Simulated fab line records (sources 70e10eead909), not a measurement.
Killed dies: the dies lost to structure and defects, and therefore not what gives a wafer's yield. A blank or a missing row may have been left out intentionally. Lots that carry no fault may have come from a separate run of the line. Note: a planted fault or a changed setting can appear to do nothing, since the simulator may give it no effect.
A lot that was struck, set against a sound lot :: flow nand harc :: 16 out of 1302 route steps
Sound: these wafers, L246.3, L246.4, L246.6. Struck: wafer L253.4 (left out: L253.3, L253.5 of the same lot, which were not struck); the cause appears at the end.
At each step with rows: each side's tool, then ch and its chambers, then its first start. Under that, the readings that differ: sound wafers :: struck wafers :: difference of the means :: sigmas: that difference in standard deviations of wafers without a fault.
alike: a reading whose means differ by less than 2 such deviations, as well as words and numbers matching on both sides. not compared: withheld readings; readings where some wafer has no value; bounds like >300 that might hide an equal value; numbers whose values overlap and for which the record gives no deviation.
The two part at a step that has a row with sigmas, a row that says differs or no value, or rows on one side only. When numbers do not overlap yet have no deviation, they are printed without sigmas and do not part them. Lack of a reading on every wafer of one side parts them only where that side has two or more wafers.

NHARC_A_M0_DESCUM_14: chemistry O2, time 3 s.
  sound on rie diel-07 ch 0,3, day 24 03:27; struck on rie diel-13 ch 0, day 27 17:03
reading: rf vpp V (V)
sound: 55.5 57.1 58.2
struck: 59.5
difference: +2.6
sigmas: +3
  alike: drypump motor current A, oes product au, showerhead plenum p Torr, throttle valve pct
  not compared: rf hours counter h
then, 2 steps without rows for these wafers: NHARC_A_M0_ETCH_34 (etches the open film in N2/H2, target depth 40 nm, overetch 12 nm, time 43.94 s); NHARC_A_M0_ETCH_15 (etches the open film in C4F8/Ar, target depth 150 nm, overetch 15 nm, time 82.5 s).
NHARC_A_M0_CD_MEAS_16:
  sound on cd sem-03, day 24 03:45; struck on cd sem-03, day 27 17:22
  alike: cd nm
NHARC_A_M0_STRIP_18: strips in N2/H2.
  sound on rie diel-04 ch 0,2,3, day 24 03:52; struck on rie diel-07 ch 3, day 27 17:27
reading: showerhead plenum p Torr (Torr)
sound: 2.02 2.17 2.09
struck: 1.89
difference: -0.20
sigmas: -3
  alike: drypump motor current A, oes product au, rf fwd power W, rf vpp V, throttle valve pct
  not compared: rf hours counter h
then, 2 steps without rows for these wafers: NHARC_A_M0_STRIP_19 (strips in post etch residue remover, time 600 s); NHARC_A_M0_DEGAS_28 (time 60 s).
NHARC_A_M0_PRE_CLEAN_29: time 30 s.
  sound on pvd sputter-01; struck on pvd sputter-01
  alike: heater power w
NHARC_A_M0_PVD_20: deposits TaN, target thk 5 nm, time 8.06 s.
  sound on pvd sputter-01; struck on pvd sputter-01
  alike: throttle valve pct
then, 2 steps without rows for these wafers: NHARC_A_M0_PVD_21 (deposits Cu, target thk 30 nm, time 20.49 s); NHARC_A_M0_ECD_22 (material Cu, target thk 400 nm).
NHARC_A_M0_ANNEAL_30: time 90 s.
  sound on rtp anneal-02 ch 0, day 24 05:19; struck on rtp anneal-02 ch 0, day 27 18:49
  alike: wafer_temp_C_max
NHARC_A_M0_CMP_23: polishes, t overpolish 20 s, target thk 113.75 nm.
  sound on cmp-04 ch 0,1,3, day 24 05:49; struck on cmp-02 ch 3, day 27 19:07
reading: time to endpoint s (s)
sound: 25.3 31.4 28.0
struck: 17.1
difference: -11.1
sigmas: -4
  alike: motor current A
NHARC_A_M0_THK_MEAS_24: measures by xrf.
  sound on film metro-01, day 24 06:04; struck on film metro-01, day 27 19:22
reading: thk nm (nm)
sound: 114.6 114.9 112.9
struck: 107.0
difference: -7.1
sigmas: -4
then, 1 step without rows for these wafers: NHARC_A_M0_SRD_25.
NHARC_END_SORT_01:
  sound on prober-01 ch 0, day 25 20:13; struck on prober-01 ch 0, day 29 12:42
reading: defect limited yield (%)
sound: 92.8 92.2 92.0
struck: 86.7
difference: -5.6
sigmas: -2

reading: killed at array
sound: 44 46 52
struck: 86
difference: +39
sigmas: +2

reading: killed dies
sound: 49 53 54
struck: 90
difference: +38
sigmas: +2
  alike: killed at other, killed at periphery, killed open, killed short

## WHERE THEY PART
First at NHARC_A_M0_DESCUM_14; last, within this record, at NHARC_END_SORT_01.

WHY: whatever the simulator had introduced
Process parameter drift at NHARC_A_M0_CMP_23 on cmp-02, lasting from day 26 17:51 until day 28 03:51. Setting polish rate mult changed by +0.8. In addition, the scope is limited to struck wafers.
